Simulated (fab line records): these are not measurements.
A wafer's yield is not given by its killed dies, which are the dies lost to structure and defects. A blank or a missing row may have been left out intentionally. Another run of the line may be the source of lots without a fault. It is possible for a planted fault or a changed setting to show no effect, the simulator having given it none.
Chamber matching    flow n5Finfet    N5_MOL_CONTACT_COAG_ETCH_91 on rieDiel-02: 4 sister chambers
The step etches SOC in N2/H2, target depth 60 nm, overetch 21 nm, time 101.2 s. 18 wafers are shown with their chamber, then 9 later ones without.

## WAFERS WITH THEIR CHAMBER
wafer   chamber  drypumpMotorCurrentA (A)  showerheadPlenumPTorr (Torr)  oesProductAu (a.u.)
L074.2  0        6.1                       2.44                          0.67
L074.3  3        4.9                       2.63                          0.75
L074.5  3        4.9                       2.63                          0.75
L075.3  1        5.2                       2.56                          0.65
L075.4  2        5.8                       2.71                          0.68
L075.6  0        6.1                       2.44                          0.67
L078.1  0        6.2                       2.44                          0.67
L078.2  1        5.2                       2.56                          0.66
L078.4  2        5.8                       2.70                          0.67
L080.1  1        5.2                       2.56                          0.64
L080.2  3        4.9                       2.63                          0.73
L080.6  1        5.2                       2.56                          0.65
L082.2  0        6.1                       2.43                          0.66
L082.4  3        4.9                       2.62                          0.73
L082.5  1        5.2                       2.56                          0.64
L084.4  1        5.2                       2.55                          0.64
L084.5  1        5.2                       2.55                          0.63
L084.6  0        6.2                       2.43                          0.66

SIGNATURES (means of the wafers above)
reading                chamber 0  chamber 1  chamber 2  chamber 3  scatter within a chamber
drypumpMotorCurrentA   6.140      5.200      5.800      4.900      0.0293
showerheadPlenumPTorr  2.4360     2.5571     2.7050     2.6275     0.00526
oesProductAu           0.6660     0.6443     0.6750     0.7400     0.00903
Rule: a wafer's distance from a chamber is the root of the sum, over the readings, of the square of ((its reading less the chamber's mean) divided by the reading's scatter). The wafer belongs to the nearest chamber; if the next one is less than 2 further off, it can't be placed. The scatter: the root of (the sum of the squares of (reading less its chamber's mean) over the shown wafers, divided by (wafers less chambers)).

## WAFERS MISSING THEIR CHAMBER
wafer   drypumpMotorCurrentA (A)  showerheadPlenumPTorr (Torr)  oesProductAu (a.u.)
L086.1  6.2                       2.43                          0.67
L086.3  4.9                       2.62                          0.72
L086.5  5.2                       2.55                          0.63
L087.3  5.2                       2.55                          0.64
L087.4  5.8                       2.70                          0.66
L087.6  5.8                       2.70                          0.66
L088.1  5.2                       2.55                          0.63
L088.3  5.8                       2.69                          0.66
L088.4  5.2                       2.55                          0.63

## WHICH CHAMBER EACH WENT THROUGH
wafer   from the rows above  in truth
L086.1  0                    0
L086.3  3                    3
L086.5  1                    1
L087.3  1                    1
L087.4  2                    2
L087.6  2                    2
L088.1  1                    1
L088.3  2                    2
L088.4  1                    1
9 of 9 placed correctly. Number that these rows cannot place: 0. 0 placed wrongly.
